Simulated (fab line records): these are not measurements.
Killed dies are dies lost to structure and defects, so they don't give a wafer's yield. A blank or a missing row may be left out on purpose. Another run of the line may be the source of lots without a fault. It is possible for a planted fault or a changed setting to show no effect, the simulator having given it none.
Tool commonality check    flow nand_harc    13 lots and 39 wafers in the sample

== THE REASON FOR OPENING IT ==
Flagged at NHARC_A_ONON_D2_THK_MEAS_27: reading thk_nm, on 2 of 13 lots. No-fault wafers: 997 nm, standard deviation 11.
Rule: a lot is flagged when every wafer of it that has a number lies more than 4 standard deviations from that mean, or none has a number. As for the other lots, they are considered sound.

lot   measured      on             thk_nm (nm), wafer by wafer  flag
L847  day 13 21:32  film_metro-02  993 994 993                  
L848  day 14 12:00  film_metro-01  985 985 986                  
L849  day 14 12:17  film_metro-01  992 994 992                  
L850  day 15 10:02  film_metro-01  1007 1006 1006               
L852  day 15 22:21  film_metro-01  984 985 986                  
L853  day 16 10:42  film_metro-02  997 993 996                  
L855  day 17 04:28  film_metro-02  1170 1169 1169               FLAGGED
L857  day 17 19:44  film_metro-01  1170 1171 1170               FLAGGED
L860  day 18 19:13  film_metro-01  1008 1007 1008               
L863  day 20 14:29  film_metro-02  1003 1004 1005               
L865  day 21 12:47  film_metro-01  1012 1013 1013               
L867  day 22 03:47  film_metro-01  995 996 994                  
L868  day 22 16:49  film_metro-02  997 995 997                  
The numbers of the flagged lots are 1170 nm on average: +173 nm against the usual, or +16 standard deviations.

== WHICH TOOL EACH LOT WENT THROUGH ==
The record holds 3 process steps before the reading, out of a route of 1302 steps. In each cell: the tool, then ch and the chambers that the sampled wafers went through, then the start.
lot   flag     NHARC_A_CHANNEL_FILL_D1_ETCHBACK_08            NHARC_A_DECK1_JOINT_CMP_13     NHARC_A_ONON_D2_DEP_25
L847           rie_diel-05 ch 0,1,2, day 12 08:23 or earlier  cmp-04 ch 0,1,3, day 12 08:23  pecvd_onon-03 ch 0, day 13 21:05
L848           rie_diel-05 ch 0,2,3, day 12 18:34 or earlier  cmp-03 ch 0,2,3, day 12 18:34  pecvd_onon-02 ch 0, day 14 11:29
L849           rie_diel-05 ch 0,1,3, day 12 18:29 or earlier  cmp-02 ch 1,2,3, day 12 18:29  pecvd_onon-03 ch 0, day 14 11:50
L850           rie_diel-04 ch 1,2, day 13 12:40 or earlier    cmp-02 ch 1,2, day 13 12:40    pecvd_onon-04 ch 0, day 15 09:38
L852           rie_diel-05 ch 0,2,3, day 14 03:07 or earlier  cmp-04 ch 0,1,3, day 14 03:07  pecvd_onon-02 ch 0, day 15 21:57
L853           rie_diel-05 ch 1,2, day 15 00:31 or earlier    cmp-04 ch 1,2,3, day 15 00:31  pecvd_onon-03 ch 0, day 16 10:11
L855  FLAGGED  rie_diel-05 ch 0,1,3, day 15 14:53 or earlier  cmp-03 ch 1,2,3, day 15 14:53  pecvd_onon-02 ch 0, day 17 04:00
L857  FLAGGED  rie_diel-04 ch 0,2,3, day 16 05:14 or earlier  cmp-03 ch 0,1,3, day 16 05:14  pecvd_onon-02 ch 0, day 17 19:17
L860           rie_diel-05 ch 1,2,3, day 17 08:19 or earlier  cmp-03 ch 0,3, day 17 08:19    pecvd_onon-03 ch 0, day 18 18:49
L863           rie_diel-04 ch 0,1,2, day 19 02:49 or earlier  cmp-04 ch 1,3, day 19 02:49    pecvd_onon-02 ch 0, day 20 14:05
L865           rie_diel-04 ch 0,2,3, day 19 21:39 or earlier  cmp-04 ch 0,2,3, day 19 21:39  pecvd_onon-02 ch 0, day 21 12:17
L867           rie_diel-04 ch 2,3, day 20 12:07 or earlier    cmp-04 ch 0,1,3, day 20 12:07  pecvd_onon-02 ch 0, day 22 03:17
L868           rie_diel-06 ch 0,1,2, day 20 21:29 or earlier  cmp-04 ch 1,2,3, day 20 21:29  pecvd_onon-03 ch 0, day 22 16:22
What is done by these steps:
- NHARC_A_CHANNEL_FILL_D1_ETCHBACK_08: etches the open film in C4F8, target depth 220 nm, time 110 s.
- NHARC_A_DECK1_JOINT_CMP_13: polishes, target thk 51.023 nm.
- NHARC_A_ONON_D2_DEP_25: target thk 1000 nm.
- NHARC_A_ONON_D2_THK_MEAS_27: measures by ellipsometry.

== FLAGGED AGAINST TOTAL, ONE TOOL AT A TIME (gauges that did the reading follow at the end) ==
step                                 tool           lots run  flagged  share of the flagged lots  sound lots run after its first flagged lot
NHARC_A_CHANNEL_FILL_D1_ETCHBACK_08  rie_diel-04    5         1        some                       3 (L863,L865,L867)
NHARC_A_CHANNEL_FILL_D1_ETCHBACK_08  rie_diel-05    7         1        some                       1 (L860)
NHARC_A_CHANNEL_FILL_D1_ETCHBACK_08  rie_diel-06    1         0        none                       -
NHARC_A_DECK1_JOINT_CMP_13           cmp-02         2         0        none                       -
NHARC_A_DECK1_JOINT_CMP_13           cmp-03         4         2        all                        1 (L860)
NHARC_A_DECK1_JOINT_CMP_13           cmp-04         7         0        none                       -
NHARC_A_ONON_D2_DEP_25               pecvd_onon-02  7         2        all                        3 (L863,L865,L867)
NHARC_A_ONON_D2_DEP_25               pecvd_onon-03  5         0        none                       -
NHARC_A_ONON_D2_DEP_25               pecvd_onon-04  1         0        none                       -
NHARC_A_ONON_D2_THK_MEAS_27          film_metro-01  8         1        some                       3 (L860,L865,L867)
NHARC_A_ONON_D2_THK_MEAS_27          film_metro-02  5         1        some                       2 (L863,L868)
With no start given for some of its lots, NHARC_A_CHANNEL_FILL_D1_ETCHBACK_08 uses the hours and lot order of NHARC_A_DECK1_JOINT_CMP_13.

== WHAT IS ALLOWED BY THE TABLE ==
In 2 table rows, all flagged lots were run: cmp-03 (NHARC_A_DECK1_JOINT_CMP_13), pecvd_onon-02 (NHARC_A_ONON_D2_DEP_25).
- cmp-03 at NHARC_A_DECK1_JOINT_CMP_13: 2 of its 4 lots flagged. After the first flagged lot (L860), sound lots still ran on it; a lasting fault on the whole tool would not permit that.
- pecvd_onon-02 at NHARC_A_ONON_D2_DEP_25: 2 of its 7 lots flagged. After the first flagged lot (L863, L865, L867), sound lots still ran on it; a lasting fault on the whole tool would not permit that.
Every row of the table either missed a flagged lot or ran a sound lot after the first.

== WHAT THE SIMULATOR HAD INSERTED ==
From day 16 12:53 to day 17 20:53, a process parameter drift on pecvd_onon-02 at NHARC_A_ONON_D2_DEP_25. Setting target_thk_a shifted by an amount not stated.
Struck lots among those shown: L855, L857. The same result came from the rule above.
